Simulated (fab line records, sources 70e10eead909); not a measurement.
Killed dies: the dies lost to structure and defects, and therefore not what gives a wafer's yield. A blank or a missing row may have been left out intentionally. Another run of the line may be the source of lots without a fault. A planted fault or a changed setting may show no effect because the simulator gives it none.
Which tool did it?	flow nandHarc	14 lots (42 wafers sampled), 1 step of a 1159-step route

== WHAT EACH GAUGE READ, for each wafer ==
NHARC_P_M0_CD_MEAS_09 targets a cd of 90 nm. Usual: cdNm 90.1 nm, standard deviation 0.69.
lot	measured	on	cdNm (nm)	flag
L843	day 5 14:31	cdSem-03	90.5 90.8 89.9	
L846	day 6 14:47	cdSem-02	89.1 89.8 89.7	
L845	day 6 15:19	cdSem-01	89.5 89.1 89.4	
L844	day 6 18:43	cdSem-02	89.5 88.8 89.4	
L848	day 7 09:31	cdSem-03	90.8 90.2 90.1	
L852	day 8 07:01	cdSem-03	89.7 90.6 90.4	
L856	day 8 23:53	cdSem-02	89.1 89.3 88.9	
L853	day 9 00:19	cdSem-01	89.6 90.9 90.5	
L859	day 9 19:31	cdSem-03	89.1 89.0 90.2	
L862	day 10 08:36	cdSem-03	90.0 90.3 89.2	
L861	day 10 09:10	cdSem-03	90.6 90.5 89.6	
L863	day 10 14:35	cdSem-03	90.6 91.0 90.8	
L864	day 11 02:35	cdSem-02	90.4 91.3 90.2	
L866	day 12 01:35	cdSem-02	91.5 90.7 89.6	

== WHICH TOOL RAN EACH LOT (tool, then ch and the chambers of the sampled wafers, then the start) ==
No process step before these readings appears in the record.

== AS READ BY THE TOOLS THEMSELVES (means over the sampled wafers that have a number; for cases with no such wafer, the mark the record gives instead) ==
The record holds no such reading with a usual standard deviation.

== THE ANSWER, worked out from the rows above alone ==
Rule: take the mean of a lot's wafers that have a number; if it is more than 3 standard deviations from the usual mean, the lot is off. Also off: a lot with no number at a reading for which 4 or more lots have one. All remaining lots with rows at the step are treated as sound. After the gauges, taken in route order, come the tools' own readings; for these a lot's mean is taken, as printed above. The first step at which some lot is off is used, and at that step the reading that is off furthest; a lot without a number counts as furthest.
No lot is off at any reading shown: from this, nothing can be told.

== WHAT THE SIMULATOR HAD INSERTED ==
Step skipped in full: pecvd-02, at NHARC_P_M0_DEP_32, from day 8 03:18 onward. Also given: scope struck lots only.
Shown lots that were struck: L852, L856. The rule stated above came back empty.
